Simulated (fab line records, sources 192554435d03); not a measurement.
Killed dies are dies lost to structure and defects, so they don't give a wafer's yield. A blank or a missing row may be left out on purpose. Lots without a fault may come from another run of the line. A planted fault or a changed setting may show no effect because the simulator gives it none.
fab line records | flow n5_finfet | part 1 of 2: steps 1 to 22 of 29
record lots=5 wafers=15 last_day=16
route steps=1938 shown BEOL_M8@1396 BEOL_M9@1401
lots that met no fault: from a run of the same line without faults
start_h: hours from the record's first day to the start of the lot's first wafer shown | wait_h: hours since the lot's step before | " the same as in the row above | L1.1+2: a row that stands for several wafers | - no value, or no start given | * or withheld: withheld | < > ~ a bound
route shown NAME@n: a module of which the file shows steps, and the number in the route of the first | usual: mean/standard deviation of fault-free wafers | same: alike in all rows | chamber/n: place in a boat | sites: the reading at each site | _std_site: their standard deviation | _edge_site: outer sites' mean less inner sites' | radius_mm: how far each site lies from the wafer's centre | mask NAME#n: copy n | behind: the tool/chamber that last shaped the wafer | hold: why the lot was held/for how many hours/how that ended | device: the transistor (n, p or np) that didn't switch | end of line: the same wafers' tests at the end of the route | a step without rows: its recipe alone | killed: dies lost to structure and defects at the first sort, not the wafer's yield | map: a wafer's dies, x killed, . not, _ none there
set.NAME: the setting as run; set.NAME@STEP: as run at that earlier step | model.NAME: the simulator's own value behind a step, which no gauge read
lots at some steps of the route; a table a step, a row a wafer
services: from which hour (start_h, from the record's first day; less than 0 if before it) a tool's chamber was out of use, for how many hours, and why
## steps
# step N5_BEOL_M8_THK_MEAS_53
# recipe thk_meas_gauge=xrf reads=Cu_of_BEOL_M8_ECD_50
# usual M8_THK=81.3/1.5
# columns lot.wafer tool chamber start_h wait_h M8_THK[nm]
L075.3 film_metro-02 - 215.30 - 81.6
L075.5 " - " " 82.7
L075.6 " - " " 81.6
L086.1 film_metro-01 - 274.83 - 79.5
L086.3 " - " " 81.5
L086.4 " - " " 81.2
L088.2 film_metro-02 - 282.31 - 81.2
L088.5 " - " " 81.0
L088.6 " - " " 82.6
L089.2 film_metro-02 - 292.31 - 82.8
L089.4 " - " " 83.9
L089.5 " - " " 83.2
L091.2 film_metro-01 - 308.25 - 78.8
L091.3 " - " " 79.0
L091.4 " - " " 77.6
# step N5_BEOL_M8_PRE_CLEAN_55
# recipe gas=NH3 time_s=15 temp_c=withheld rf_power_w=300
# columns lot.wafer tool chamber start_h wait_h since_wet_clean_h
L075.3 pecvd-02 0 215.35 0.0 -
L075.5 " 1 " " -
L075.6 " 0 " " -
L086.1 pecvd-02 1 274.87 0.0 1522
L086.3 " 1 " " -
L086.4 " 2 " " -
L088.2 pecvd-03 1 282.34 0.0 1711
L088.5 " 1 " " -
L088.6 " 2 " " -
L089.2 pecvd-02 0 292.34 0.0 815
L089.4 " 0 " " -
L089.5 " 1 " " -
L091.2 pecvd-03 0 308.29 0.0 1012
L091.3 " 1 " " 1737
L091.4 " 0 " " -
# step N5_BEOL_M8_DEP_56
# recipe material=SiCN target_thk_a=100 temp_c=withheld precursor=3MS/NH3 pressure_torr=3 rf_w=202 time_s=17.5
# usual showerhead_plenum_p_Torr=3.665/0.01 throttle_valve_pct=9.0/0.6
# columns lot.wafer tool chamber start_h wait_h showerhead_plenum_p_Torr since_wet_clean_h throttle_valve_pct
L075.3 pecvd-02 0 215.39 0.0 3.657 - 9.4
L075.5 " 1 " " 3.672 - 9.9
L075.6 " 0 " " 3.645 - 9.6
L086.1 pecvd-02 1 274.91 0.0 3.667 1523 9.8
L086.3 " 1 " " 3.665 - 9.9
L086.4 " 2 " " 3.653 - 8.2
L088.2 pecvd-03 1 282.37 0.0 3.663 1711 9.1
L088.5 " 1 " " 3.668 - 9.3
L088.6 " 2 " " 3.677 - 9.2
L089.2 pecvd-02 0 292.38 0.0 3.654 815 9.6
L089.4 " 0 " " 3.654 - 9.7
L089.5 " 1 " " 3.670 - 9.9
L091.2 pecvd-03 0 308.31 0.0 3.664 1012 8.4
L091.3 " 1 " " 3.663 1737 9.3
L091.4 " 0 " " 3.668 - 8.1
# step N5_BEOL_M8_RS_MEAS_57
# recipe thk_meas_gauge=four-point-probe reads=Cu_of_BEOL_M8_ECD_50+Co_of_BEOL_M8_CVD_78+TaN_of_BEOL_M8_ALD_77
# usual M8_RS=0.287/0.0064
# columns lot.wafer tool chamber start_h wait_h M8_RS[ohm/sq]
L075.3 film_metro-02 - 215.46 0.1 0.290
L075.5 " - " " 0.286
L075.6 " - " " 0.288
L086.1 film_metro-02 - 274.99 0.1 0.294
L086.3 " - " " 0.283
L086.4 " - " " 0.286
L088.2 film_metro-01 - 282.44 0.1 0.286
L088.5 " - " " 0.286
L088.6 " - " " 0.281
L089.2 film_metro-02 - 292.47 0.1 0.279
L089.4 " - " " 0.276
L089.5 " - " " 0.277
L091.2 film_metro-02 - 308.38 0.1 0.298
L091.3 " - " " 0.299
L091.4 " - " " 0.305
# step N5_BEOL_M8_INSPECT_58
# recipe inspect_instrument=darkfield mode=post_dep
# usual raw_defect_count=65/20
# columns lot.wafer tool chamber start_h wait_h raw_defect_count
L075.3 defect_inspect-02 - 215.49 0.0 60
L075.5 " - " " 81
L075.6 " - " " 47
L086.1 defect_inspect-02 - 275.02 0.0 88
L086.3 " - " " 71
L086.4 " - " " 94
L088.2 defect_inspect-02 - 282.46 0.0 77
L088.5 " - " " 82
L088.6 " - " " 86
L089.2 defect_inspect-02 - 292.49 0.0 60
L089.4 " - " " 61
L089.5 " - " " 76
L091.2 defect_inspect-01 - 308.41 0.0 64
L091.3 " - " " 41
L091.4 " - " " 38
# step N5_BEOL_M9_ILD_DEP_00
# recipe material=SiCOH_lowk target_thk_a=3085.1 temp_c=300 precursor=DEMS/porogen pressure_torr=5 rf_w=500 time_s=58
# usual heater_power_w=327/55 showerhead_plenum_p_Torr=5.747/0.012 throttle_valve_pct=13.6/0.65
# columns lot.wafer tool chamber start_h wait_h heater_power_w showerhead_plenum_p_Torr since_wet_clean_h throttle_valve_pct
L075.3 pecvd-03 2 215.53 0.0 368 5.760 165 14.0
L075.5 " 1 " " 441 5.744 - 14.0
L075.6 " 2 " " 358 5.746 - 13.9
L086.1 pecvd-01 0 275.06 0.0 292 5.762 1341 13.3
L086.3 " 2 " " 301 5.761 587 13.5
L086.4 " 1 " " 253 5.751 - 13.6
L088.2 pecvd-03 1 282.50 0.0 430 5.738 1711 14.2
L088.5 " 0 " " 319 5.737 - 12.1
L088.6 " 2 " " 340 5.740 - 14.1
L089.2 pecvd-01 0 292.53 0.0 228 5.758 1359 13.6
L089.4 " 0 " " 234 5.735 - 13.5
L089.5 " 2 " " 361 5.765 - 13.5
L091.2 pecvd-01 2 308.44 0.0 300 5.757 621 13.4
L091.3 " 0 " " 237 5.755 1375 13.5
L091.4 " 0 " " 242 5.753 - 13.6
# step N5_BEOL_M9_CURE_71
# recipe temp_c=385 time_s=240 ambient=He/Ar material=SiCOH_lowk
# usual lamp_power_pct=52.31/0.054 wafer_temp_C_max=387.0/0.64
# columns lot.wafer tool chamber start_h wait_h lamp_power_pct wafer_temp_C_max
L075.3 uv_cure-03 2 215.92 0.4 52.38 386.7
L075.5 " 2 " " 52.26 386.9
L075.6 " 2 " " 52.31 386.5
L086.1 uv_cure-02 1 275.16 0.1 52.40 388.1
L086.3 " 1 " " 52.33 388.6
L086.4 " 1 " " 52.26 387.1
L088.2 uv_cure-02 2 282.67 0.1 52.18 388.0
L088.5 " 2 " " 52.31 387.6
L088.6 " 2 " " 52.28 387.7
L089.2 uv_cure-03 2 293.04 0.5 52.29 386.0
L089.4 " 2 " " 52.23 386.2
L089.5 " 2 " " 52.29 386.4
L091.2 uv_cure-01 1 308.61 0.1 52.33 386.7
L091.3 " 1 " " 52.31 387.4
L091.4 " 1 " " 52.33 387.0
# step N5_BEOL_M9_THK_MEAS_01
# recipe reads=SiCOH_lowk_of_BEOL_M9_ILD_DEP_00
# usual M9_ILD_THK=268/3.1
# columns lot.wafer tool chamber start_h wait_h M9_ILD_THK[nm]
L075.3 film_metro-01 - 216.60 0.5 269
L075.5 " - " " 274
L075.6 " - " " 275
L086.1 film_metro-01 - 275.67 0.4 267
L086.3 " - " " 268
L086.4 " - " " 269
L088.2 film_metro-01 - 283.11 0.4 266
L088.5 " - " " 268
L088.6 " - " " 267
L089.2 film_metro-01 - 293.47 0.4 270
L089.4 " - " " 268
L089.5 " - " " 271
L091.2 film_metro-01 - 309.05 0.4 266
L091.3 " - " " 266
L091.4 " - " " 267
# step N5_BEOL_M9_PECVD_70
# recipe material=SiO2 target_thk_a=200 temp_c=400 precursor=TEOS/O2 pressure_torr=5.5 rf_w=450 teos_flow_sccm=53.8 gas=O2 flow_sccm=3000 time_s=22.7
# usual heater_power_w=751/95 showerhead_plenum_p_Torr=8.79/0.052 throttle_valve_pct=22.3/1.4
# columns lot.wafer tool chamber start_h wait_h heater_power_w showerhead_plenum_p_Torr since_wet_clean_h throttle_valve_pct
L075.3 pecvd-02 1 216.65 0.1 691 8.78 - 23.8
L075.5 " 1 " " 714 8.79 - 24.1
L075.6 " 0 " " 602 8.73 - 23.5
L086.1 pecvd-02 2 275.71 0.0 854 8.73 44 20.5
L086.3 " 1 " " 754 8.80 - 23.9
L086.4 " 2 " " 862 8.74 - 20.3
L088.2 pecvd-02 0 283.14 0.0 703 8.72 806 23.8
L088.5 " 2 " " 854 8.72 - 20.0
L088.6 " 0 " " 706 8.72 - 23.7
L089.2 pecvd-02 1 293.51 0.0 766 8.81 1541 24.0
L089.4 " 1 " " 769 8.83 - 24.1
L089.5 " 1 " " 762 8.81 - 24.0
L091.2 pecvd-02 0 309.08 0.0 684 8.71 832 23.9
L091.3 " 1 " " 833 8.80 1557 24.1
L091.4 " 2 " " 973 8.75 - 20.0
# step N5_BEOL_M9_HM_DEP_02
# recipe material=TiN target_thk_a=200 temp_c=25 chamber_pressure_pa=0.49996
# usual throttle_valve_pct=29.9/1
# columns lot.wafer tool chamber start_h wait_h throttle_valve_pct
L075.3 pvd_sputter-01 - 218.12 1.5 30.5
L075.5 " - " " 29.9
L075.6 " - " " 29.4
L086.1 pvd_sputter-02 - 276.44 0.7 29.0
L086.3 " - " " 28.8
L086.4 " - " " 30.4
L088.2 pvd_sputter-01 - 283.73 0.6 29.7
L088.5 " - " " 30.7
L088.6 " - " " 29.6
L089.2 pvd_sputter-01 - 295.03 1.5 30.5
L089.4 " - " " 30.5
L089.5 " - " " 30.0
L091.2 pvd_sputter-03 - 309.96 0.9 28.4
L091.3 " - " " 31.4
L091.4 " - " " 29.7
# step N5_BEOL_M9_COAT_59
# recipe resist=SOC temp_c=250 time_s=60 spin_rpm=1500 resist_thk_nm=100
# usual exhaust_pa=44.9/0.87
# columns lot.wafer tool chamber start_h wait_h exhaust_pa
L075.3 litho_track-04 0 218.25 0.1 44.6
L075.5 " 0 " " 45.6
L075.6 " 0 " " 44.7
L086.1 litho_track-04 0 276.56 0.1 44.3
L086.3 " 0 " " 45.0
L086.4 " 0 " " 44.3
L088.2 litho_track-01 0 283.86 0.1 44.7
L088.5 " 0 " " 44.2
L088.6 " 0 " " 45.0
L089.2 litho_track-05 0 295.15 0.1 43.1
L089.4 " 0 " " 42.8
L089.5 " 0 " " 43.4
L091.2 litho_track-05 0 310.09 0.1 44.6
L091.3 " 0 " " 45.1
L091.4 " 0 " " 45.6
# step N5_BEOL_M9_COAT_60
# recipe resist=SiARC temp_c=220 time_s=60 spin_rpm=1500 resist_thk_nm=30
# usual exhaust_pa=45.1/0.92
# columns lot.wafer tool chamber start_h wait_h exhaust_pa
L075.3 litho_track-04 0 - - 43.3
L075.5 " 0 " " 43.9
L075.6 " 0 " " 44.6
L086.1 litho_track-04 0 - - 43.5
L086.3 " 0 " " 45.6
L086.4 " 0 " " 43.4
L088.2 litho_track-01 0 - - 46.1
L088.5 " 0 " " 45.3
L088.6 " 0 " " 46.1
L089.2 litho_track-05 0 - - 44.2
L089.4 " 0 " " 44.4
L089.5 " 0 " " 44.6
L091.2 litho_track-05 0 - - 45.9
L091.3 " 0 " " 47.3
L091.4 " 0 " " 44.9
# step N5_BEOL_M9_COAT_05
# recipe resist=CAR-ArF spin_rpm=1500 resist_thk_nm=90
# usual exhaust_pa=45.1/1
# columns lot.wafer tool chamber start_h wait_h exhaust_pa
L075.3 litho_track-04 0 - - 44.6
L075.5 " 0 " " 43.5
L075.6 " 0 " " 44.3
L086.1 litho_track-04 0 - - 45.7
L086.3 " 0 " " 44.5
L086.4 " 0 " " 45.3
L088.2 litho_track-01 0 - - 44.1
L088.5 " 0 " " 44.8
L088.6 " 0 " " 44.4
L089.2 litho_track-05 0 - - 44.4
L089.4 " 0 " " 45.5
L089.5 " 0 " " 44.2
L091.2 litho_track-05 0 - - 45.9
L091.3 " 0 " " 45.4
L091.4 " 0 " " 46.5
# step N5_BEOL_M9_EBR_07
# recipe solvent=PGMEA ebr_width_mm=1.5
# usual exhaust_pa=44.9/0.95
# columns lot.wafer tool chamber start_h wait_h exhaust_pa
L075.3 litho_track-04 0 - - 45.9
L075.5 " 0 " " 45.9
L075.6 " 0 " " 44.9
L086.1 litho_track-04 0 - - 44.2
L086.3 " 0 " " 45.7
L086.4 " 0 " " 46.5
L088.2 litho_track-01 0 - - 44.5
L088.5 " 0 " " 43.2
L088.6 " 0 " " 44.2
L089.2 litho_track-05 0 - - 45.0
L089.4 " 0 " " 45.5
L089.5 " 0 " " 45.0
L091.2 litho_track-05 0 - - 44.2
L091.3 " 0 " " 44.7
L091.4 " 0 " " 46.3
# step N5_BEOL_M9_SOFTBAKE_06
# recipe temp_c=110 time_s=60 resist=CAR-ArF
# usual exhaust_pa=45.0/0.92
# columns lot.wafer tool chamber start_h wait_h exhaust_pa
L075.3 litho_track-04 0 - - 44.6
L075.5 " 0 " " 45.7
L075.6 " 0 " " 43.8
L086.1 litho_track-04 0 - - 44.3
L086.3 " 0 " " 44.6
L086.4 " 0 " " 44.7
L088.2 litho_track-01 0 - - 45.4
L088.5 " 0 " " 45.8
L088.6 " 0 " " 45.9
L089.2 litho_track-05 0 - - 46.1
L089.4 " 0 " " 43.8
L089.5 " 0 " " 45.1
L091.2 litho_track-05 0 - - 45.8
L091.3 " 0 " " 46.3
L091.4 " 0 " " 46.2
# step N5_BEOL_M9_EXPOSE_08
# recipe mask_id=M9 na=1.35 source_shape=dipole sigma_inner=0.411 sigma_outer=0.611 polarization=te dose_mj=53.75
# usual focus_offset_nm=0.1/0.49
# columns lot.wafer tool chamber start_h wait_h mask focus_offset_nm
L075.3 arfi_scanner-02 0 218.57 - M9#0 -0.5
L075.5 " 0 " " M9#0 0.3
L075.6 " 0 " " M9#0 0.9
L086.1 arfi_scanner-02 0 276.80 - M9#0 0.9
L086.3 " 0 " " M9#0 -0.1
L086.4 " 0 " " M9#0 0.6
L088.2 arfi_scanner-01 0 283.98 - M9#0 -0.4
L088.5 " 0 " " M9#0 -0.3
L088.6 " 0 " " M9#0 0.1
L089.2 arfi_scanner-01 0 295.40 - M9#0 0.7
L089.4 " 0 " " M9#0 1.1
L089.5 " 0 " " M9#0 0.2
L091.2 arfi_scanner-03 0 310.33 - M9#0 0.7
L091.3 " 0 " " M9#0 0.3
L091.4 " 0 " " M9#0 0.6
# step N5_BEOL_M9_PEB_09
# recipe peb_temp_c=withheld peb_time_s=60 resist=CAR-ArF
# usual exhaust_pa=45.2/0.85
# same peb_time_s=60
# columns lot.wafer tool chamber start_h wait_h exhaust_pa
L075.3 litho_track-01 0 218.62 0.0 44.2
L075.5 " 0 " " 43.7
L075.6 " 0 " " 45.0
L086.1 litho_track-01 0 276.87 0.1 45.9
L086.3 " 0 " " 46.0
L086.4 " 0 " " 45.1
L088.2 litho_track-01 0 284.04 0.0 44.7
L088.5 " 0 " " 45.0
L088.6 " 0 " " 44.2
L089.2 litho_track-05 0 295.46 0.0 44.6
L089.4 " 0 " " 44.1
L089.5 " 0 " " 45.0
L091.2 litho_track-01 0 310.39 0.0 43.6
L091.3 " 0 " " 45.6
L091.4 " 0 " " 44.2
# step N5_BEOL_M9_DEVELOP_10
# recipe develop_time_s=30 developer=TMAH resist=CAR-ArF rinse_liquid=diw dry=air_spin dev_temp_c=23
# usual exhaust_pa=45.0/0.76
# columns lot.wafer tool chamber start_h wait_h exhaust_pa
L075.3 litho_track-01 0 - - 45.2
L075.5 " 0 " " 46.5
L075.6 " 0 " " 46.0
L086.1 litho_track-01 0 - - 44.9
L086.3 " 0 " " 45.6
L086.4 " 0 " " 44.6
L088.2 litho_track-01 0 - - 45.4
L088.5 " 0 " " 44.4
L088.6 " 0 " " 44.3
L089.2 litho_track-05 0 - - 45.1
L089.4 " 0 " " 45.4
L089.5 " 0 " " 45.4
L091.2 litho_track-01 0 - - 45.6
L091.3 " 0 " " 45.5
L091.4 " 0 " " 45.6
# step N5_BEOL_M9_CD_MEAS_11
# recipe target_cd_nm=64.1 landing_energy_ev=500 detector=se_inlens polarity=opening
# usual cd_nm=64.1/0.48
# columns lot.wafer tool chamber start_h wait_h cd_nm
L075.3 cd_sem-01 0 218.69 - 63.5
L075.5 " 0 " " 63.0
L075.6 " 0 " " 62.6
L086.1 cd_sem-02 0 276.93 - 63.3
L086.3 " 0 " " 63.0
L086.4 " 0 " " 63.6
L088.2 cd_sem-02 0 284.10 - 63.8
L088.5 " 0 " " 63.5
L088.6 " 0 " " 63.8
L089.2 cd_sem-01 0 295.52 - 64.6
L089.4 " 0 " " 64.7
L089.5 " 0 " " 64.5
L091.2 cd_sem-03 0 310.46 - 64.2
L091.3 " 0 " " 64.3
L091.4 " 0 " " 64.1
# step N5_BEOL_M9_OVL_MEAS_12
# recipe points_per_wafer=44
# usual M9_OVL=0.2/0.68
# columns lot.wafer tool chamber start_h wait_h M9_OVL[nm]
L075.3 overlay-01 0 218.73 0.0 1.0
L075.5 " 0 " " 0.9
L075.6 " 0 " " 1.3
L086.1 overlay-01 0 276.96 0.0 -1.5
L086.3 " 0 " " -0.8
L086.4 " 0 " " -0.9
L088.2 overlay-01 0 284.13 0.0 0.5
L088.5 " 0 " " 0.3
L088.6 " 0 " " 0.3
L089.2 overlay-01 0 295.55 0.0 0.5
L089.4 " 0 " " 0.7
L089.5 " 0 " " -0.2
L091.2 overlay-01 0 310.48 0.0 -0.1
L091.3 " 0 " " 0.3
L091.4 " 0 " " 0.9
# step N5_BEOL_M9_INSPECT_13
# recipe mode=adi inspect_instrument=brightfield
# usual raw_defect_count=387/92
# columns lot.wafer tool chamber start_h wait_h raw_defect_count
L075.3 defect_inspect-01 - 218.76 0.0 270
L075.5 " - " " 523
L075.6 " - " " 281
L086.1 defect_inspect-01 - 276.99 0.0 393
L086.3 " - " " 341
L086.4 " - " " 367
L088.2 defect_inspect-01 - 284.16 0.0 358
L088.5 " - " " 318
L088.6 " - " " 544
L089.2 defect_inspect-02 - 295.58 0.0 414
L089.4 " - " " 518
L089.5 " - " " 394
L091.2 defect_inspect-01 - 310.51 0.0 386
L091.3 " - " " 498
L091.4 " - " " 514
# step N5_BEOL_M9_DESCUM_16
# recipe chemistry=O2 time_s=7.9 source_power_w=50 bias_power_w=20 pressure_mtorr=20 rf_frequency_hz=2.712e+07 temp_c=40 resist=CAR-ArF o2_flow_sccm=225
# usual bias_power_w=20.00/0.063 drypump_motor_current_A=5.5/0.47 o2_flow_sccm=225.0/0.64 oes_product_au=0.78/0.09 rf_vpp_V=243.2/1.3 showerhead_plenum_p_Torr=2.09/0.063 throttle_valve_pct=20.41/0.21
# columns lot.wafer tool chamber start_h wait_h bias_power_w drypump_motor_current_A o2_flow_sccm oes_product_au rf_hours_counter_h rf_vpp_V showerhead_plenum_p_Torr throttle_valve_pct
L075.3 rie_diel-03 0 218.79 0.0 19.98 5.5 224.5 0.79 107 244.7 2.12 20.39
L075.5 " 3 " " 20.00 5.3 225.3 0.69 - 242.9 2.07 20.40
L075.6 " 0 " " 20.02 5.5 225.1 0.80 - 243.8 2.12 20.39
L086.1 rie_diel-05 3 277.45 0.5 20.05 5.5 226.3 0.72 200 241.8 1.99 20.61
L086.3 " 3 " " 19.98 5.5 225.0 0.72 - 242.5 1.99 20.59
L086.4 " 0 " " 19.86 6.4 225.4 0.96 - 242.6 2.05 20.45
L088.2 rie_diel-03 3 284.37 0.2 20.10 5.3 226.2 0.68 232 243.3 2.06 20.44
L088.5 " 2 " " 20.03 4.8 225.2 0.89 - 243.1 2.13 20.35
L088.6 " 1 " " 20.04 5.4 225.5 0.77 - 242.7 2.09 20.30
L089.2 rie_diel-05 0 295.61 0.0 20.07 6.4 225.7 0.95 17 243.0 2.05 20.46
L089.4 " 0 " " 20.04 6.5 225.3 0.95 - 241.5 2.05 20.47
L089.5 " 1 " " 20.00 5.1 225.4 0.69 - 244.4 2.14 20.30
L091.2 rie_diel-03 2 310.57 0.1 20.10 4.8 224.7 0.88 47 245.7 2.13 20.35
L091.3 " 0 " " 20.04 5.5 224.8 0.77 142 242.2 2.10 20.45
L091.4 " 1 " " 19.98 5.4 225.4 0.78 - 243.7 2.09 20.30
